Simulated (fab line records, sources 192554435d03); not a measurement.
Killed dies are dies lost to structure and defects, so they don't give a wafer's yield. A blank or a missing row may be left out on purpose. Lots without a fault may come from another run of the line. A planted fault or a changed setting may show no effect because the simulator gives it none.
Chamber matching | flow n5_finfet | N5_BEOL_M1_CO_CAP_55 on cvd_co-02: 3 sister chambers
The step material Co, precursor CCTBA/H2, target thk 2 nm, time 102.1 s. 48 wafers are shown with their chamber, then 12 later ones without.

WAFERS WITH THEIR CHAMBER
wafer  | chamber | heater_power_w (W)
L074.1 | 2       | 240
L074.2 | 1       | 211
L074.4 | 2       | 244
L074.3 | 1       | 213
L074.5 | 1       | 213
L074.6 | 2       | 241
L075.3 | 2       | 242
L075.4 | 1       | 211
L075.6 | 2       | 242
L076.1 | 2       | 239
L076.2 | 0       | 256
L076.4 | 0       | 243
L077.1 | 1       | 211
L077.2 | 2       | 243
L077.5 | 1       | 211
L078.2 | 2       | 240
L078.3 | 0       | 262
L078.5 | 2       | 240
L079.1 | 0       | 251
L079.2 | 1       | 214
L079.6 | 1       | 213
L081.1 | 0       | 249
L081.2 | 2       | 242
L081.3 | 1       | 210
L081.4 | 0       | 251
L081.5 | 1       | 208
L081.6 | 2       | 244
L082.1 | 2       | 244
L082.2 | 1       | 218
L082.6 | 2       | 239
L083.1 | 0       | 258
L083.2 | 1       | 209
L083.5 | 0       | 249
L086.1 | 2       | 235
L086.4 | 0       | 260
L086.5 | 2       | 241
L088.1 | 1       | 206
L088.2 | 2       | 247
L088.3 | 0       | 258
L088.4 | 1       | 214
L088.5 | 0       | 254
L088.6 | 2       | 238
L089.3 | 2       | 239
L089.4 | 2       | 248
L089.6 | 0       | 251
L091.1 | 0       | 251
L091.2 | 1       | 212
L091.3 | 2       | 245

SIGNATURES (means of the wafers above)
reading        | chamber 0 | chamber 1 | chamber 2 | scatter within a chamber
heater_power_w | 253.31    | 211.60    | 241.65    | 3.76
Rule: a wafer's distance from a chamber is the root of the sum, over the readings, of the square of ((its reading less the chamber's mean) divided by the reading's scatter). The wafer belongs to the nearest chamber; if the next one is less than 2 further off, it can't be placed. The scatter: the root of (the sum of the squares of (reading less its chamber's mean) over the shown wafers, divided by (wafers less chambers)).

WAFERS WITHOUT THEIR CHAMBER
wafer  | heater_power_w (W)
L091.4 | 217
L091.5 | 255
L091.6 | 241
L093.1 | 254
L093.5 | 248
L093.6 | 238
L097.2 | 243
L097.3 | 249
L097.4 | 256
L096.2 | 255
L096.4 | 252
L096.6 | 208

WHICH CHAMBER EACH WENT THROUGH
wafer  | from the rows above     | in truth
L091.4 | 1                       | 1
L091.5 | 0                       | 0
L091.6 | 2                       | 2
L093.1 | 0                       | 0
L093.5 | can't be placed: 0 or 2 | 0
L093.6 | 2                       | 2
L097.2 | 2                       | 2
L097.3 | can't be placed: 0 or 2 | 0
L097.4 | 0                       | 0
L096.2 | 0                       | 0
L096.4 | 0                       | 0
L096.6 | 1                       | 1
Placed correctly: 10 of 12. Can't be placed from these rows: 2 (the true chamber is among the candidates in 2). Placed wrongly: 0.
